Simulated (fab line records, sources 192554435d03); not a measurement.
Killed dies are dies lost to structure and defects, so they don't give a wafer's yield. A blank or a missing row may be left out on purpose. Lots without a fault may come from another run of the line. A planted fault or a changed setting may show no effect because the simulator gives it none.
Split-lot experiment | flow n5_finfet | 7 lots, 21 wafers read, on a route of 1938 steps

THE SPLIT
At N5_BEOL_M4_EXPOSE_25 (exposes mask V3, defocus 5 nm), the setting dose_mj was moved away from the recipe's 63 on 9 of the 21 wafers read, by -5.3% to +7.2%. The other wafers ran this setting at the recipe's value.

FROM THE SPLIT TO THE READING: what the file shows between them, 2 steps
- N5_BEOL_M4_PEB_26: peb time 60 s
- N5_BEOL_M4_DEVELOP_27: develop time 30 s

THE READING
cd_nm, in nm, at N5_BEOL_M4_CD_MEAS_28 (target cd 26.2 nm, target cd y 24.1 nm). Fault-free wafers of this fab line usually give 26.13 nm, standard deviation 0.27 nm.

wafer  | tool, chamber at the split | dose_mj as run | against the recipe | cd_nm, nm | against lot-mates on the recipe
L084.3 | euv_scanner-02, 0          | 63             | recipe             | 25.94     | -
L084.4 | euv_scanner-02, 0          | 66.23          | +5.1%              | 26.61     | +0.71
L084.5 | euv_scanner-02, 0          | 63             | recipe             | 25.85     | -
L090.1 | euv_scanner-02, 0          | 59.69          | -5.3%              | 24.95     | -1.27
L090.2 | euv_scanner-02, 0          | 63             | recipe             | 26.22     | -
L090.5 | euv_scanner-02, 0          | 59.69          | -5.3%              | 24.88     | -1.34
L087.1 | euv_scanner-01, 0          | 63             | recipe             | 26.44     | -
L087.5 | euv_scanner-01, 0          | 60.35          | -4.2%              | 25.05     | -1.32
L087.6 | euv_scanner-01, 0          | 63             | recipe             | 26.29     | -
L088.1 | euv_scanner-01, 0          | 63             | recipe             | 26.25     | -
L088.4 | euv_scanner-01, 0          | 67.55          | +7.2%              | 27.51     | +1.26
L088.5 | euv_scanner-01, 0          | 67.55          | +7.2%              | 27.89     | +1.64
L096.3 | euv_scanner-01, 0          | 63             | recipe             | 26.27     | -
L096.5 | euv_scanner-01, 0          | 63             | recipe             | 26.45     | -
L096.6 | euv_scanner-01, 0          | 63             | recipe             | 26.27     | -
L093.2 | euv_scanner-01, 0          | 63             | recipe             | 26.04     | -
L093.4 | euv_scanner-01, 0          | 63             | recipe             | 26.35     | -
L093.5 | euv_scanner-01, 0          | 60.05          | -4.7%              | 25.41     | -0.79
L095.1 | euv_scanner-01, 0          | 61.2           | -2.9%              | 25.62     | -0.60
L095.2 | euv_scanner-01, 0          | 61.2           | -2.9%              | 25.38     | -0.84
L095.5 | euv_scanner-01, 0          | 63             | recipe             | 26.22     | -

THE FIT
A straight line over all 21 wafers: cd_nm changes by +0.205 nm for each +1% of dose_mj; r = +0.95; the points scatter about the line by 0.24 nm.
The same after taking each lot's own level away (the mean of its wafers on the recipe; 21 wafers): +0.212 nm for each +1%; r = +0.97; scatter 0.17 nm.
On that fit, the largest move of dose_mj shifts the reading by 1.5 nm.
The lots' own levels span 25.895 to 26.365 nm, that is 1.7 times the standard deviation above.
So the lot-to-lot level changes the slope little: the two slopes agree.
Check: with one of the wafers moved furthest among these (+7.2%) left out of the fit, the line predicts +1.55 nm for it against its lot-mates. It came out at +1.26 nm against them.

OTHER SPLITS ON THESE WAFERS
These wafers also went through other splits before the reading. Each is held against what the fit with the lots' levels taken away leaves over:
other split on the same wafers | wafers away from the commonest value | r with cd_nm (lot level and that fit taken away)
N5_BEOL_M2_EXPOSE_08 dose_mj   | 5                                    | +0.35

THE FILE'S OWN FIT
cd_nm changes by +0.21 nm for each +1% of dose_mj, r = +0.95.
